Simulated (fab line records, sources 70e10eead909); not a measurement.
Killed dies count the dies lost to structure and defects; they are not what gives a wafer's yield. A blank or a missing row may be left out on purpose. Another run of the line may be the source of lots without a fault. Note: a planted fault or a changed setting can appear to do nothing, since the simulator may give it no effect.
Matching of chambers :: flow nandHarc :: rieSi-06 running NHARC_A_CHANNEL_FILL_D2_ETCHBACK_19: 4 sister chambers
The step etches the open film in HBr/Cl2, target depth 5 nm, time 1.7 s. 4 wafers are shown with their chamber, then 12 later ones without.

== EACH WAFER AND ITS CHAMBER ==
wafer: L081.3
chamber: 0
drypumpMotorCurrentA (A): 5.9

wafer: L088.1
chamber: 1
drypumpMotorCurrentA (A): 5.4

wafer: L088.3
chamber: 2
drypumpMotorCurrentA (A): 5.6

wafer: L088.4
chamber: 3
drypumpMotorCurrentA (A): 6.2

== WAFERS WITHOUT THEIR CHAMBER ==
wafer: L090.2
drypumpMotorCurrentA (A): 5.3

wafer: L090.4
drypumpMotorCurrentA (A): 5.6

wafer: L090.5
drypumpMotorCurrentA (A): 5.3

wafer: L092.1
drypumpMotorCurrentA (A): 5.3

wafer: L092.4
drypumpMotorCurrentA (A): 5.9

wafer: L092.6
drypumpMotorCurrentA (A): 5.6

wafer: L095.2
drypumpMotorCurrentA (A): 5.6

wafer: L095.4
drypumpMotorCurrentA (A): 5.9

wafer: L095.6
drypumpMotorCurrentA (A): 5.3

wafer: L096.1
drypumpMotorCurrentA (A): 5.4

wafer: L096.3
drypumpMotorCurrentA (A): 6.2

wafer: L096.6
drypumpMotorCurrentA (A): 5.6

== EACH ONE'S CHAMBER ==
wafer: L090.2
from the rows above: 1
in truth: 1

wafer: L090.4
from the rows above: 2
in truth: 2

wafer: L090.5
from the rows above: 1
in truth: 1

wafer: L092.1
from the rows above: 1
in truth: 1

wafer: L092.4
from the rows above: 0
in truth: 0

wafer: L092.6
from the rows above: 2
in truth: 2

wafer: L095.2
from the rows above: 2
in truth: 2

wafer: L095.4
from the rows above: 0
in truth: 0

wafer: L095.6
from the rows above: 1
in truth: 1

wafer: L096.1
from the rows above: 1
in truth: 1

wafer: L096.3
from the rows above: 3
in truth: 3

wafer: L096.6
from the rows above: 2
in truth: 2
Placed correctly: 12 of 12. Not placeable from these rows: 0. Placed wrongly: 0.
How it was worked out, from the rows above alone: a wafer's distance from a chamber is the root of the sum, over the readings, of the square of ((its reading less the chamber's mean) divided by the reading's scatter). The wafer belongs to the nearest chamber; if the next one is less than 2 further off, it can't be placed. Each chamber's mean is taken over the wafers shown for it. The scatter: with one shown wafer a chamber, the root of the mean of the squares of how far each hidden wafer lies from its nearest shown one.
